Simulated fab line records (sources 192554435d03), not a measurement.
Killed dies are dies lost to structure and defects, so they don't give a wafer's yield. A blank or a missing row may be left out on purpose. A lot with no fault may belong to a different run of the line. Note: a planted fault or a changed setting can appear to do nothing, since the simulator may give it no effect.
Chamber matching / flow n5_finfet / pecvd-02 running N5_BEOL_M3_DEP_57: 3 sister chambers
The step deposits SiCN from 3MS/NH3, target thk 8 nm, time 14 s. 3 wafers are shown with their chamber, then 12 later ones without.

== WAFERS PAIRED WITH THEIR CHAMBERS ==
wafer=L091.1; chamber=1; throttle_valve_pct (%)=9.1
wafer=L091.2; chamber=2; throttle_valve_pct (%)=8.7
wafer=L091.6; chamber=0; throttle_valve_pct (%)=9.9

== WAFERS MISSING THEIR CHAMBER ==
wafer=L094.2; throttle_valve_pct (%)=9.1
wafer=L094.3; throttle_valve_pct (%)=8.9
wafer=L094.5; throttle_valve_pct (%)=8.9
wafer=L095.1; throttle_valve_pct (%)=9.8
wafer=L095.3; throttle_valve_pct (%)=9.2
wafer=L095.6; throttle_valve_pct (%)=9.9
wafer=L097.1; throttle_valve_pct (%)=10.0
wafer=L097.2; throttle_valve_pct (%)=9.2
wafer=L097.3; throttle_valve_pct (%)=8.9
wafer=L097.4; throttle_valve_pct (%)=8.8
wafer=L097.5; throttle_valve_pct (%)=9.8
wafer=L097.6; throttle_valve_pct (%)=9.2

== WHICH CHAMBER EACH ONE RAN IN ==
wafer=L094.2; from the rows above=1; in truth=1
wafer=L094.3; from the rows above=can't be placed: 1 or 2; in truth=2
wafer=L094.5; from the rows above=can't be placed: 1 or 2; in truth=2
wafer=L095.1; from the rows above=0; in truth=0
wafer=L095.3; from the rows above=1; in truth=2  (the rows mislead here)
wafer=L095.6; from the rows above=0; in truth=0
wafer=L097.1; from the rows above=0; in truth=0
wafer=L097.2; from the rows above=1; in truth=1
wafer=L097.3; from the rows above=can't be placed: 1 or 2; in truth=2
wafer=L097.4; from the rows above=can't be placed: 2 or 1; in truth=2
wafer=L097.5; from the rows above=0; in truth=0
wafer=L097.6; from the rows above=1; in truth=1
Correct placement for 7 of the 12. Can't be placed from these rows: 4 (the true chamber is among the candidates in 4). 1 placed wrongly.
How it was worked out, from the rows above alone: a wafer's distance from a chamber is the root of the sum, over the readings, of the square of ((its reading less the chamber's mean) divided by the reading's scatter). If the next closest chamber is less than 2 further off than the closest, the wafer can't be placed; otherwise it belongs to the closest. A chamber's mean is the mean of its shown wafers. The scatter (one wafer shown for each chamber): square how far every hidden wafer sits from the nearest shown wafer, average those squares and take the square root.
